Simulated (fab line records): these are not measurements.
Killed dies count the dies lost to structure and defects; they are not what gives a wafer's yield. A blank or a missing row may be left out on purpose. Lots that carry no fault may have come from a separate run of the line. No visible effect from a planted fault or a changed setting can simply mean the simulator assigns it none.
Chamber matching | flow n5 finfet | 4 sister chambers for N5_BEOL_M1_STRIP_36 on rie diel-01
The step strips in N2/H2. 20 wafers are shown with their chamber, then 10 later ones without.

EACH WAFER AND ITS CHAMBER
wafer  | chamber | showerhead plenum p Torr (Torr) | drypump motor current A (A) | throttle valve pct (%)
L074.3 | 2       | 2.44                            | 6.3                         | 23.3
L074.4 | 0       | 2.69                            | 5.5                         | 23.6
L074.5 | 0       | 2.69                            | 5.5                         | 23.7
L079.3 | 1       | 2.64                            | 6.3                         | 22.9
L079.4 | 2       | 2.43                            | 6.4                         | 23.3
L079.6 | 0       | 2.69                            | 5.5                         | 23.7
L081.1 | 2       | 2.43                            | 6.4                         | 23.3
L081.5 | 3       | 2.63                            | 5.8                         | 23.7
L081.6 | 2       | 2.43                            | 6.4                         | 23.4
L083.2 | 0       | 2.69                            | 5.5                         | 23.7
L083.5 | 2       | 2.43                            | 6.3                         | 23.4
L083.6 | 1       | 2.64                            | 6.3                         | 22.9
L087.1 | 3       | 2.62                            | 5.7                         | 23.7
L087.4 | 1       | 2.64                            | 6.3                         | 22.9
L087.5 | 3       | 2.62                            | 5.7                         | 23.7
L089.1 | 2       | 2.43                            | 6.4                         | 23.3
L089.4 | 0       | 2.68                            | 5.5                         | 23.7
L089.5 | 3       | 2.62                            | 5.8                         | 23.7
L092.2 | 2       | 2.43                            | 6.4                         | 23.4
L092.3 | 3       | 2.62                            | 5.7                         | 23.7

SIGNATURES (averages over the wafers above)
reading                  | chamber 0 | chamber 1 | chamber 2 | chamber 3 | scatter within a chamber
showerhead plenum p Torr | 2.6880    | 2.6400    | 2.4314    | 2.6220    | 0.00392
drypump motor current A  | 5.500     | 6.300     | 6.371     | 5.740     | 0.0405
throttle valve pct       | 23.680    | 22.900    | 23.343    | 23.700    | 0.0396
Rule: for a wafer and a chamber, the distance is found by dividing, reading by reading, the gap between the wafer's reading and the chamber's mean by the reading's scatter, squaring, summing and taking the root. If the next closest chamber is less than 2 further off than the closest, the wafer can't be placed; otherwise it belongs to the closest. The scatter: take each reading less its chamber's mean, square it, sum over the shown wafers, divide by the number of wafers less the number of chambers, and take the root.

WAFERS WHOSE CHAMBER IS MISSING
wafer  | showerhead plenum p Torr (Torr) | drypump motor current A (A) | throttle valve pct (%)
L092.4 | 2.63                            | 6.3                         | 22.9
L093.1 | 2.68                            | 5.5                         | 23.7
L093.3 | 2.62                            | 5.8                         | 23.7
L093.6 | 2.63                            | 6.3                         | 22.9
L095.1 | 2.63                            | 6.3                         | 22.9
L095.3 | 2.68                            | 5.5                         | 23.7
L095.4 | 2.42                            | 6.4                         | 23.4
L097.1 | 2.42                            | 6.4                         | 23.4
L097.3 | 2.62                            | 5.7                         | 23.7
L097.5 | 2.68                            | 5.4                         | 23.8

WHICH CHAMBER EACH WENT THROUGH
wafer  | from the rows above | in truth
L092.4 | 1                   | 1
L093.1 | 0                   | 0
L093.3 | 3                   | 3
L093.6 | 1                   | 1
L095.1 | 1                   | 1
L095.3 | 0                   | 0
L095.4 | 2                   | 2
L097.1 | 2                   | 2
L097.3 | 3                   | 3
L097.5 | 0                   | 0
10 of 10 placed correctly. From these rows, 0 cannot be placed. 0 placed wrongly.
